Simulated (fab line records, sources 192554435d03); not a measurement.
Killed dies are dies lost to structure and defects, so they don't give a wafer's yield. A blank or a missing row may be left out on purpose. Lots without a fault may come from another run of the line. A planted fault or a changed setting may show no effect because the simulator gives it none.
fab line records | flow n5_finfet
record lots=4 wafers=12 last_day=18
route steps=1938 shown SDB@351 DUMMY_REMOVAL@377 HKMG_FIN@385 PASSIVATION@1936
lots that met no fault: from a run of the same line without faults
start_h: hours from the record's first day to the start of the lot's first wafer shown | wait_h: hours since the lot's step before | " the same as in the row above | L1.1+2: a row that stands for several wafers | - no value, or no start given | * or withheld: withheld | < > ~ a bound
route shown NAME@n: a module of which the file shows steps, and the number in the route of the first | usual: mean/standard deviation of fault-free wafers | same: alike in all rows | chamber/n: place in a boat | sites: the reading at each site | _std_site: their standard deviation | _edge_site: outer sites' mean less inner sites' | radius_mm: how far each site lies from the wafer's centre | mask NAME#n: copy n | behind: the tool/chamber that last shaped the wafer | hold: why the lot was held/for how many hours/how that ended | device: the transistor (n, p or np) that didn't switch | end of line: the same wafers' tests at the end of the route | a step without rows: its recipe alone | killed: dies lost to structure and defects at the first sort, not the wafer's yield | map: a wafer's dies, x killed, . not, _ none there
set.NAME: the setting as run; set.NAME@STEP: as run at that earlier step | model.NAME: the simulator's own value behind a step, which no gauge read
lots at some steps of the route; a table a step, a row a wafer
services: from which hour (start_h, from the record's first day; less than 0 if before it) a tool's chamber was out of use, for how many hours, and why
## steps
# step N5_SDB_EBR_07
# recipe solvent=PGMEA ebr_width_mm=1.5
# step N5_SDB_SOFTBAKE_06
# recipe temp_c=110 time_s=60 resist=CAR-ArF
# step N5_SDB_EXPOSE_08
# recipe mask_id=SDB na=1.35 source_shape=conventional sigma_outer=0.5 polarization=unpolarized dose_mj=49.6
# step N5_SDB_PEB_09
# recipe peb_temp_c=withheld peb_time_s=60 resist=CAR-ArF
# step N5_SDB_DEVELOP_10
# recipe develop_time_s=30 developer=TMAH resist=CAR-ArF rinse_liquid=diw dry=air_spin dev_temp_c=23
# step N5_SDB_DESCUM_16
# recipe chemistry=O2 time_s=7.9 source_power_w=50 bias_power_w=20 pressure_mtorr=20 rf_frequency_hz=2.712e+07 temp_c=40 resist=CAR-ArF o2_flow_sccm=225
# step N5_SDB_ETCH_17
# recipe chemistry=CF4 target=SiARC target_depth_a=234 mask_material=CAR-ArF time_s=39 ion_energy_ev=80 pressure_mtorr=40 source_w=545 bias_w=36 Ar_flow_sccm=100 cf4_flow_sccm=100 ends=cleared
# step N5_SDB_ETCH_18
# recipe chemistry=N2/H2 target=SOC target_depth_a=1000 overetch_a=200 mask_material=SiARC temp_c=40 time_s=150 ion_energy_ev=200 pressure_mtorr=30 source_w=840 bias_w=150 n2_flow_sccm=200 h2_flow_sccm=200
# step N5_SDB_STRIP_19
# recipe chemistry=N2/H2 temp_c=40 n2_flow_sccm=200 h2_flow_sccm=200 rf_frequency_hz=6e+07
# step N5_SDB_STRIP_21
# recipe chemistry=CF4 resist=SiARC power_w=300 bias_power_w=75 pressure_mtorr=50 cf4_flow_sccm=150 rf_frequency_hz=6e+07
# usual chamber_pressure_mTorr=50.00/0.045 drypump_motor_current_A=5.8/0.49 oes_product_au=0.78/0.063 rf_fwd_power_W=292.6/0.84 rf_vpp_V=271.2/1.4 showerhead_plenum_p_Torr=1.80/0.056 throttle_valve_pct=13.52/0.21
# columns lot.wafer tool chamber start_h wait_h chamber_pressure_mTorr drypump_motor_current_A oes_product_au rf_fwd_power_W rf_hours_counter_h rf_vpp_V showerhead_plenum_p_Torr throttle_valve_pct
L914.1 rie_diel-06 3 72.58 0.0 49.98 5.6 0.76 292.8 110 268.6 1.73 13.38
L914.5 " 0 " " 50.12 6.6 0.70 291.0 - 272.5 1.84 13.87
L914.6 " 2 " " 50.00 5.9 0.80 292.3 - 273.3 1.88 13.48
L919.4 rie_diel-02 3 106.72 0.0 50.03 5.2 0.73 291.8 169 271.3 1.85 13.94
L919.5 " 2 " " 49.99 5.1 0.89 292.6 - 269.2 1.77 13.15
L919.6 " 1 " " 49.97 5.5 0.71 291.9 - 272.1 1.87 13.62
L932.1 rie_diel-06 2 182.86 0.0 49.94 5.9 0.77 293.1 124 274.0 1.86 13.55
L932.3 " 3 " " 49.92 5.6 0.73 292.2 150 269.8 1.72 13.47
L932.5 " 1 " " 50.02 5.2 0.75 292.7 - 271.9 1.88 13.82
L934.2 rie_diel-06 3 195.77 0.0 49.99 5.6 0.73 291.7 156 270.0 1.72 13.50
L934.3 " 2 " " 49.96 5.9 0.76 292.4 130 272.5 1.86 13.58
L934.4 " 1 " " 49.97 5.2 0.74 293.4 140 273.3 1.87 13.83
# step N5_SDB_HM_OPEN_20
# recipe chemistry=CH3F/O2 target=SiNx mask_material=SOC target_depth_a=240 stop_on=poly-Si over_etch_frac=0.4 ion_energy_ev=120 pressure_mtorr=30 source_w=395 bias_w=73 Ar_flow_sccm=150 CH3F_flow_sccm=30 O2_flow_sccm=20
# step N5_SDB_STRIP_22
# recipe chemistry=N2/H2 power_w=1000 temp_c=250 h2_frac=0.65 overash_fraction=0.3 pressure_mtorr=withheld n2_flow_sccm=1750 h2_flow_sccm=3250
# step N5_SDB_PRECLEAN_23
# recipe chemistry=dHF time_s=30 temp_c=25 dilution=withheld
# step N5_SDB_DUMMY_REMOVE_24
# recipe chemistry=TMAH temp_c=70 target=poly-Si stop_on=SiO2 target_depth_nm=142 conc_wt_pct=5 time_s=57 dry=ipa_marangoni rinse_time_s=30 rinse_temp_c=23
# step N5_SDB_ETCH_25
# recipe chemistry=C4F6/O2 target=SiO2 target_depth_a=100 time_s=3.3 ion_energy_ev=250 mask_material=SiNx pressure_mtorr=30 source_w=345 bias_w=185 Ar_flow_sccm=300 C4F6_flow_sccm=10 O2_flow_sccm=10
# step N5_SDB_CUT_ETCH_26
# recipe chemistry=HBr/Cl2/O2 target=Si target_depth_a=1296 bt_time_s=20 mask_material=SiNx time_s=51.8 ion_energy_ev=* bias_w=* pressure_mtorr=10 icp_w=800 HBr_flow_sccm=150 Cl2_flow_sccm=80 O2_flow_sccm=12
# step N5_SDB_PRECLEAN_38
# recipe chemistry=dHF time_s=10 dilution=750:1 temp_c=25
# step N5_SDB_PRECLEAN_39
# recipe chemistry=O3/DIW time_s=45 temp_c=22 o3_ppm=10
# step N5_SDB_SRD_28
# recipe dry=ipa_marangoni time_s=30 temp_c=23 rinse_liquid=diw
# step N5_SDB_ALD_29
# recipe material=SiNx target_thk_a=300 temp_c=400 ald_precursor_family=SiH2I2 ald_co_reactant=N2/H2-plasma pulse_time_s=1 ald_cycles=600 purge_time_s=2 co_reactant_purge_time_s=2 pressure_torr=2
# step N5_SDB_CMP_30
# recipe stop_on=poly-Si t_overpolish_s=1.54 post_cmp_clean=alkaline_brush down_force_psi=4.1491 platen_rpm=51.796 pad_velocity_m_s=1.0306 target_thk_nm=30
# step N5_DUMMY_REMOVAL_HM_STRIP_01
# recipe chemistry=CH3F/O2 material=SiNx target_depth_a=40 stop_on=poly-Si time_s=6.8 over_etch_frac=0.3 ion_energy_ev=60 power_w=410 bias_w=29 Ar_flow_sccm=150 CH3F_flow_sccm=30 O2_flow_sccm=20
# step N5_DUMMY_REMOVAL_STRIP_10
# recipe chemistry=N2/H2 time_s=40 power_w=100 temp_c=40 pressure_mtorr=100 rf_frequency_hz=6e+07 bias_power_w=3 n2_flow_sccm=300 h2_flow_sccm=300
# step N5_DUMMY_REMOVAL_PRECLEAN_07
# recipe chemistry=dHF time_s=30 temp_c=25 dilution=withheld
# step N5_DUMMY_REMOVAL_DUMMY_REMOVE_02
# recipe chemistry=TMAH temp_c=70 target=poly-Si stop_on=SiO2 target_depth_nm=142 conc_wt_pct=5 time_s=57 dry=ipa_marangoni rinse_time_s=30 rinse_temp_c=23
# step N5_DUMMY_REMOVAL_PRECLEAN_08
# recipe chemistry=NF3:NH3 afs_cycles=2 temp_c=30 time_s=20 sublimation_temp_c=180 sublimation_time_s=60 pressure_torr=3 rf_power_w=30
# step N5_DUMMY_REMOVAL_PRECLEAN_04
# recipe chemistry=DHF time_s=37 temp_c=25 dilution=500:1
# step N5_DUMMY_REMOVAL_SRD_05
# recipe dry=ipa_marangoni do_ppb=5 time_s=30 temp_c=23 rinse_liquid=diw
# step N5_HKMG_FIN_IL_REGROW_00
# recipe material=SiO2 target_thk_a=7.5 chemistry=O3 temp_c=withheld time_s=30
# step N5_HKMG_FIN_HK_ALD_01
# recipe material=HfO2 target_thk_a=16 temp_c=withheld ald_precursor_family=HfCl4 ald_co_reactant=H2O pulse_time_s=3 purge_time_s=3 co_reactant_purge_time_s=2.5 co_reactant_pulse_time_s=0.3 ald_cycles=30
# step N5_HKMG_FIN_HK_ANNEAL_02
# recipe temp_c=700 time_s=30 ambient=N2 idle_temp_c=600 ramp_up_c_per_s=150 ramp_down_c_per_s=60 cool_to_c=600
# step N5_HKMG_FIN_ALD_74
# recipe material=La2O3 target_thk_a=5 temp_c=250 ald_precursor_family=La-Cp ald_co_reactant=O3 pulse_time_s=6 co_reactant_pulse_time_s=1 purge_time_s=3 co_reactant_purge_time_s=3
# step N5_HKMG_FIN_ALD_75
# recipe material=Al2O3 target_thk_a=10 temp_c=150 ald_precursor_family=TMA ald_co_reactant=H2O pulse_time_s=withheld co_reactant_pulse_time_s=1
# step N5_HKMG_FIN_COAT_41
# recipe resist=SOC temp_c=250 time_s=60 spin_rpm=1500 resist_thk_nm=300
# step N5_HKMG_FIN_COAT_42
# recipe resist=SiARC temp_c=220 time_s=60 spin_rpm=1500 resist_thk_nm=35
# step N5_HKMG_FIN_COAT_43
# recipe resist=CAR-ArF spin_rpm=1500 resist_thk_nm=90
# step N5_PASSIVATION_PROBE_49
# usual defect_limited_yield=91.4/1.5 killed_at_M0_to_M3=33/9.8 killed_at_M4_up=14/5.5 killed_at_contacts=12/6.5 killed_at_front_end=38/11 killed_at_other=3/3.1 killed_dies=101/17 killed_on_rim=14/4.4 killed_open=66/13 killed_short=32/7.5 sort_bin_5_function=5.0/1 sort_bin_6_memory=3.2/0.69 sort_n_pass=1079/17 sort_yield_pct=91.4/1.5
# same gross_dies=1180 killed_at_back_side=0 sort_bin_4_leakage[%]=0 sort_bin_8_speed[%]=0
# columns lot.wafer tool chamber start_h wait_h defect_limited_yield[%] killed_at_M0_to_M3 killed_at_M4_up killed_at_contacts killed_at_front_end killed_at_other killed_dies killed_on_rim killed_open killed_short sort_bin_5_function[%] sort_bin_6_memory[%] sort_n_pass sort_yield_pct[%]
L914.1 prober-01 - 263.30 0.0 92.8 25 15 11 31 3 85 10 55 28 4.1 2.8 1095 92.8
L914.5 prober-01 - 263.50 0.2 91.4 42 10 16 25 9 102 13 63 39 5.6 3.0 1078 91.4
L914.6 prober-01 - 263.55 0.3 91.4 40 15 16 28 3 102 10 76 25 5.6 2.7 1078 91.4
L919.4 prober-02 - 313.56 0.2 88.8 34 21 5 70 2 132 19 77 48 6.1 4.6 1048 88.8
L919.5 prober-02 - 313.61 0.2 90.0 46 10 17 45 0 118 17 71 43 5.2 4.4 1062 90.0
L919.6 prober-02 - 313.66 0.3 89.6 40 25 15 37 6 123 16 77 43 5.0 5.0 1057 89.6
L932.1 prober-01 - 394.97 0.0 87.7 45 6 8 84 2 145 29 65 30 6.8 3.6 1035 87.7
L932.3 prober-01 - 395.07 0.1 77.9 40 14 6 198 3 261 26 55 47 13.0 4.1 919 77.9
L932.5 prober-01 - 395.17 0.2 85.4 49 9 16 93 5 172 31 78 36 7.7 4.8 1008 85.4
L934.2 prober-01 - 421.91 0.1 79.8 19 12 15 191 1 238 14 62 17 11.8 4.8 942 79.8
L934.3 prober-01 - 421.96 0.1 85.9 29 22 21 78 16 166 25 73 36 9.2 3.3 1014 85.9
L934.4 prober-01 - 422.01 0.2 84.7 41 26 14 93 6 180 37 84 36 8.5 4.6 1000 84.7
# killed by level:class
L914.1 FIN_SAQP:geometric_particle:short=9 BEOL_M3:geometric_particle:open=9 MOL_CONTACT_COAG:geometric_particle:open=8 FIN_SAQP:geometric_particle:open=7 BEOL_M4:geometric_particle:open=5 STI_FIN_REVEAL:geometric_particle:open=4 BEOL_M0_SAQP:geometric_particle:short=4 BEOL_M2:geometric_particle:open=4
L914.5 BEOL_M0_SAQP:geometric_particle:short=11 MOL_CONTACT_COAG:geometric_particle:open=11 DUMMY_GATE:geometric_particle:open=7 BEOL_M2:geometric_particle:open=7 BEOL_M3:geometric_particle:open=6 MOL_CONTACT_COAG:geometric_particle:short=5 BEOL_M0_SAQP:geometric_particle:open=5 BEOL_M1:geometric_particle:open=4
L914.6 BEOL_M3:geometric_particle:open=17 MOL_CONTACT_COAG:geometric_particle:open=14 BEOL_M2:geometric_particle:open=8 BEOL_M4:geometric_particle:open=6 STARTING-WAFER:geometric_particle:open=5 ILD0:geometric_particle:open=5 GATE_CUT:geometric_particle:short=4 BEOL_M3:geometric_particle:short=4
L919.4 STI_FIN_REVEAL:geometric_particle:open=19 FIN_SAQP:geometric_particle:short=16 FIN_SAQP:geometric_particle:open=8 BEOL_M2:geometric_particle:open=6 BEOL_M3:geometric_particle:open=6 STI_FIN_REVEAL:geometric_particle:short=5 DUMMY_GATE:geometric_particle:open=5 BEOL_M1:geometric_particle:open=5
L919.5 FIN_SAQP:geometric_particle:open=15 BEOL_M2:geometric_particle:open=11 FIN_SAQP:geometric_particle:short=11 MOL_CONTACT_COAG:geometric_particle:open=10 MOL_CONTACT_COAG:geometric_particle:short=7 BEOL_M1:geometric_particle:open=7 BEOL_M0_SAQP:geometric_particle:short=6 BEOL_M2:geometric_particle:short=5
L919.6 MOL_CONTACT_COAG:geometric_particle:open=12 FIN_SAQP:geometric_particle:short=10 BEOL_M5:geometric_particle:open=10 BEOL_M0_SAQP:geometric_particle:short=10 BEOL_M0_SAQP:geometric_particle:open=9 STI_FIN_REVEAL:geometric_particle:open=7 BEOL_M4:geometric_particle:open=6 BEOL_M1:geometric_particle:open=5
L932.1 SDB:unspecified=46 BEOL_M2:geometric_particle:open=12 FIN_SAQP:geometric_particle:open=10 BEOL_M0_SAQP:geometric_particle:open=8 GATE_CUT:geometric_particle:short=7 MOL_CONTACT_COAG:geometric_particle:open=7 BEOL_M3:geometric_particle:open=7 FIN_SAQP:geometric_particle:short=6
L932.3 SDB:unspecified=154 FIN_SAQP:geometric_particle:short=10 BEOL_M0_SAQP:geometric_particle:open=10 FIN_SAQP:geometric_particle:open=8 BEOL_M0_SAQP:geometric_particle:short=7 BEOL_M3:geometric_particle:open=7 BEOL_M1:geometric_particle:open=5 BEOL_M2:geometric_particle:open=5
L932.5 SDB:unspecified=56 BEOL_M0_SAQP:geometric_particle:open=15 FIN_SAQP:geometric_particle:open=13 MOL_CONTACT_COAG:geometric_particle:open=13 FIN_SAQP:geometric_particle:short=9 BEOL_M1:geometric_particle:open=9 BEOL_M0_SAQP:geometric_particle:short=8 BEOL_M2:geometric_particle:open=5
L934.2 SDB:unspecified=157 MOL_CONTACT_COAG:geometric_particle:open=14 FIN_SAQP:geometric_particle:open=8 BEOL_M3:geometric_particle:open=5 STI_FIN_REVEAL:geometric_particle:open=4 STI_FIN_REVEAL:geometric_particle:short=4 GATE_CUT:geometric_particle:open=4 BEOL_M0_SAQP:geometric_particle:open=4
L934.3 SDB:unspecified=48 MOL_CONTACT_COAG:geometric_particle:open=17 BEOL_M0_SAQP:geometric_particle:short=8 PASSIVATION:area_etch=7 BEOL_M3:geometric_particle:open=6 BEOL_M5:geometric_particle:open=6 BEOL_M1:geometric_particle:open=5 BEOL_M4:geometric_particle:open=5
L934.4 SDB:unspecified=58 BEOL_M3:geometric_particle:open=14 MOL_CONTACT_COAG:geometric_particle:open=13 FIN_SAQP:geometric_particle:open=10 BEOL_M4:geometric_particle:open=8 STI_FIN_REVEAL:geometric_particle:open=6 GATE_CUT:geometric_particle:open=5 BEOL_M0:geometric_particle:open=5
# map L932.3 (x killed, . not)
_________________..........x.________________
______________...............x.._____________
___________.xx...................x.__________
__________.........................._________
________x..............x....x........._______
_______x......x.......x...........xx...______
______x.....x..........................._____
_____.......x.................xxx.x..x...____
____........x...........x.....x.x.x.......___
___................x.......................__
___.xx...x............x....x...........x...__
__.......x.........x........................_
__...x..x......x.x..........x.....xx.x......_
_.......x.x.............x..x...x.....x.......
_................x...x....x.......xx..x......
_........x....x............x..x.x.......x.x..
_...x.x...x.....x.....xx...xx...xxxxxxxxx...x
_.........................x..xxxxxxxxxx...x..
_................x...x..x..xxxxxxxxxxxxxx....
_.................x........xxxxxxxxxxxxxxx...
_..........................xxxxxxxxxxxx.xx...
__.............x..........x.xxxxxxxxxxxxxx.._
__x..........x..........xx.xxxxxxxxxxxxxxxx._
___....................xx.x.xxxxxxxxxxxxxxx__
___....................x....xxxxxxxxxxxxxxx__
____..x...x..x..x.............xxxxxxxxxxx.___
_____..x......x...........xxxxxxxxxx.xxxx____
______x.........x.............x....xx..._____
_______.......................x........______
________.......................x..xxx._______
__________x....................xx..x_________
___________..x...xx.............x..__________
______________....x............x_____________
_________________.....x......________________
# map L934.2 (x killed, . not)
_________________.....x......________________
______________.....x............_____________
___________...x....x...............__________
__________............x............._________
________...x....................x....._______
_______x....x..........x...............______
______.................................._____
_____...........................x........____
____............x.....x...................___
___......x.....x...................x.......__
___..x.....xx......x......x.x...x..x.......__
__............x..........x.....x...........x_
__.......x.x....x..............x............_
_....................x.......xx..............
_....................x.....xx....x.x...xxx...
_x.................x.............xx.x........
_...........................xxxxxxxxxx.......
_.......................x...xx.xxxxxxxxxx....
_...........................xxxxxxxxxxxxxxx..
_...x........x........x....x.xxxxxxxxxxxxx...
_....x........x.x..........xxxxxxxxxxxxxxxx.x
__.............x.x..x.....xxxxxxxxxxxxxxxx.._
__......................x..xxxxxxxxxxxxxx..x_
___..............x...x.xx...xxxxxxxxxxxxxx.__
___........................xxxxxxxxxxxxxxxx__
____.......................xx.xxxxxxxxxx..___
_____.......x.................xxxxxxxx.xx____
______x.......................xx..xxx..._____
_______.....................x...xxxxx..______
________..........x.x.....x......x.x.._______
__________...............x.x........_________
___________..............x...x.....__________
______________x....x............_____________
_________________............________________
## services
# columns tool chamber start_h hours kind
rie_diel-06 3 64.66 2.3 repair
rie_diel-06 1 65.05 7.5 repair
rie_diel-02 - 69.83 0.6 repair
rie_diel-02 0 76.98 6.3 repair
rie_diel-06 2 114.80 11.1 repair
rie_diel-06 0 134.71 - clean
rie_diel-06 0 134.71 - consumable_replace:focus_ring
rie_diel-06 0 134.71 19.3 scheduled_down
rie_diel-06 0 134.71 19.3 vent_cycle
rie_diel-02 - 186.88 2.8 pm
## key
first_sign step=N5_PASSIVATION_PROBE_49 reading=killed_at_front_end direction=up sigmas=7.4 usual=38 struck=123
effect step=N5_PASSIVATION_PROBE_49 reading=defect_limited_yield direction=down sigmas=5.3 usual=91.4 struck=83.6
more_kills_born_at N5_SDB_STRIP_21@rie_diel-06=519
met_at N5_SDB_STRIP_21
struck_wafers L932.1,L932.3,L932.5,L934.2,L934.3,L934.4
onset_between 72.58 182.86
also_fits time
fault kind=chamber_particle_source tool=rie_diel-06 chamber=- onset_h=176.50 steps=N5_SDB_STRIP_21 rate_per_visit_cm2=1.9721 end_h=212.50
